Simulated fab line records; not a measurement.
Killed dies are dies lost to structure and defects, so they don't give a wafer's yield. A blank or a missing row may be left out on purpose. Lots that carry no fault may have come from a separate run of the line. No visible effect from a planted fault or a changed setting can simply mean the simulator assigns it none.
What tool caused it?	flow n5 finfet	30 wafers from 10 lots sampled at 5 of the route's 1938 steps

== WHAT THE GAUGES SHOWED, per wafer ==
N5_BEOL_M4_RC_MEAS_101.
lot	measured	on	DIBL_N (mV/V)
L419	day 8 00:50	prober-02	35.3 36.9 34.4
L420	day 8 15:58	prober-01	35.9 37.1 37.2
L424	day 9 19:38	prober-02	35.9 37.1 34.8
L425	day 10 07:00	prober-01	36.8 36.9 35.7
L428	day 10 11:12	prober-02	35.7 37.4 37.4
L429	day 10 20:38	prober-01	35.1 35.7 35.5
L430	day 11 03:49	prober-01	35.8 34.1 34.7
L431	day 11 11:40	prober-02	36.8 34.5 35.1
L433	day 12 04:38	prober-02	36.0 37.6 36.6
L441	day 14 04:28	prober-02	34.8 35.1 36.2

== EACH LOT AND THE TOOL THAT RAN IT (in order: tool; ch and the chambers of the sampled wafers; start) ==
lot	N5_SD_EPI_P_VAPOR_ETCH_44	N5_BEOL_M4_ANNEAL_87	N5_BEOL_M4_PRE_CLEAN_60	N5_BEOL_M4_CO_CAP_55
L419	epi rpcvd-02 ch 0, day 3 07:56	pvd sputter-01, day 7 22:25	cvd co-02 ch 0,1,2, day 8 00:16	cvd co-02 ch 0,1,2, day 8 00:18
L420	epi rpcvd-04 ch 0, day 3 15:55	pvd sputter-01, day 8 13:40	cvd co-01 ch 0,2, day 8 15:41	cvd co-01 ch 0,2, day 8 15:44
L424	epi rpcvd-04 ch 0, day 4 13:22	pvd sputter-03, day 9 17:20	cvd co-01 ch 0,2, day 9 19:11	cvd co-01 ch 0,2, day 9 19:13
L425	epi rpcvd-04 ch 0, day 4 22:02	pvd sputter-03, day 10 03:43	cvd co-02 ch 1,2, day 10 06:37	cvd co-02 ch 1,2, day 10 06:39
L428	epi rpcvd-04 ch 0, day 5 12:07	pvd sputter-02, day 10 08:58	cvd co-02 ch 1,2, day 10 10:49	cvd co-02 ch 1,2, day 10 10:51
L429	epi rpcvd-04 ch 0, day 5 19:31	pvd sputter-01, day 10 18:20	cvd co-01 ch 0,2, day 10 20:22	cvd co-01 ch 0,2, day 10 20:24
L430	epi rpcvd-04 ch 0, day 6 03:43	pvd sputter-01, day 11 01:10	cvd co-01 ch 0,1, day 11 03:01	cvd co-01 ch 0,1, day 11 03:03
L431	epi rpcvd-04 ch 0, day 6 12:55	pvd sputter-02, day 11 09:01	cvd co-02 ch 1,2, day 11 10:54	cvd co-02 ch 1,2, day 11 10:58
L433	epi rpcvd-02 ch 0, day 6 21:42	pvd sputter-02, day 12 02:18	cvd co-02 ch 1,2, day 12 04:12	cvd co-02 ch 1,2, day 12 04:14
L441	epi rpcvd-01 ch 0, day 8 21:33	pvd sputter-03, day 14 02:20	cvd co-01 ch 0,1, day 14 04:11	cvd co-01 ch 0,1, day 14 04:14
- N5_SD_EPI_P_VAPOR_ETCH_44: etches SiGe30 in NF3/Ar, time 3.3 s.
- N5_BEOL_M4_ANNEAL_87: time 240 s.
- N5_BEOL_M4_PRE_CLEAN_60: time 15 s.
- N5_BEOL_M4_CO_CAP_55: material Co, precursor CCTBA/H2, target thk 2 nm, time 102.1 s.

== THE ANSWER, worked out from the rows above alone ==
Rule: the lots themselves supply what counts as usual. The widest of any qualifying gaps counts: lots, ordered by their means at a reading, are off when they make up no more than a third of the lots, leave a main group of 4 or more, and stand apart from it by 3 or more times the standard deviation of that group's means. A main group whose means are all the same, to the digits that the tables above print for the reading, isn't used. A lot without any number at a reading at which 4 lots or more have one is off too. All remaining lots with rows at the step are treated as sound.
No lot is off on any of the readings shown, so nothing can be concluded from this.

== WHAT THE SIMULATOR HAD INSERTED ==
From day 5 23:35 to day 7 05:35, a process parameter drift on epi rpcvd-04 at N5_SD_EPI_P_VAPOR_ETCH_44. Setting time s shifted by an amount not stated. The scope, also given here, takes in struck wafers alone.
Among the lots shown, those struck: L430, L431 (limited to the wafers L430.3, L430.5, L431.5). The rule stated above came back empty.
